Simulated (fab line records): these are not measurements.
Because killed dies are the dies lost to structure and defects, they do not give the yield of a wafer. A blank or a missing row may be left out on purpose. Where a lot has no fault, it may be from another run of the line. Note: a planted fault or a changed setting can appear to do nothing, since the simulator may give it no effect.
Which tool was responsible?    flow nand-harc    Sampling: 7 lots, 21 wafers, 4 of 1159 route steps

## WHAT EACH GAUGE READ, for each wafer
NHARC_END_SORT_01.
lot   measured      on         killed-dies
L373  day 21 12:04  prober-02  107 122 114
L383  day 23 23:39  prober-02  21 18 26
L386  day 25 03:33  prober-01  25 27 22

## WHICH TOOL RAN EACH LOT (tool, then ch and the chambers of the sampled wafers, then the start)
lot   NHARC_A_CONTACT_ETCH_121              NHARC_THIN_TSV_STRIP_62               NHARC_THIN_TSV_STRIP_56
L366  har-cap-etch-03 ch 0,1, day 16 17:40  plasma-asher-02 ch 0,1, day 19 01:56  plasma-asher-01 ch 0,1, day 19 05:48
L373  har-cap-etch-02 ch 0,1, day 18 17:34  plasma-asher-02 ch 0,1, day 20 21:38  plasma-asher-01 ch 1, day 21 01:26
L377  har-cap-etch-01 ch 0,1, day 19 07:58  plasma-asher-01 ch 0,1, day 21 14:20  plasma-asher-01 ch 0,1, day 21 18:17
L379  har-cap-etch-03 ch 0,1, day 19 21:06  plasma-asher-01 ch 0,1, day 21 21:41  plasma-asher-01 ch 0,1, day 22 01:50
L383  har-cap-etch-03 ch 0,1, day 20 16:12  plasma-asher-02 ch 0,1, day 23 08:06  plasma-asher-01 ch 0,1, day 23 12:12
L386  har-cap-etch-03 ch 0,1, day 22 03:26  plasma-asher-02 ch 0,1, day 24 16:27  plasma-asher-01 ch 0,1, day 24 20:26
L387  har-cap-etch-01 ch 0,1, day 22 09:56  plasma-asher-01 ch 0,1, day 24 19:01  plasma-asher-01 ch 0,1, day 24 23:23
- NHARC_A_CONTACT_ETCH_121: etches the open film in C4F8/O2/Ar, time 94 s, target depth 922 nm.
- NHARC_THIN_TSV_STRIP_62: strips in N2/H2, time 20 s.
- NHARC_THIN_TSV_STRIP_56: strips in O2.

## THE ANSWER, worked out from the rows above alone
Rule: usual is defined by the lots themselves. Put in order of their means at a reading, lots are off if they are a third of the lots or fewer, leave a main group of 4 or more, and stand apart from it by a gap of 3 or more times the standard deviation of the main group's means; of several such gaps the widest counts. A main group whose means are all the same, to the digits that the tables above print for the reading, isn't used. Also off: a lot with no number at a reading for which 4 or more lots have one. Any other lot the step has rows for is counted as sound.
None of the lots is off at any reading shown; this tells nothing.

## WHAT WAS PUT IN BY THE SIMULATOR
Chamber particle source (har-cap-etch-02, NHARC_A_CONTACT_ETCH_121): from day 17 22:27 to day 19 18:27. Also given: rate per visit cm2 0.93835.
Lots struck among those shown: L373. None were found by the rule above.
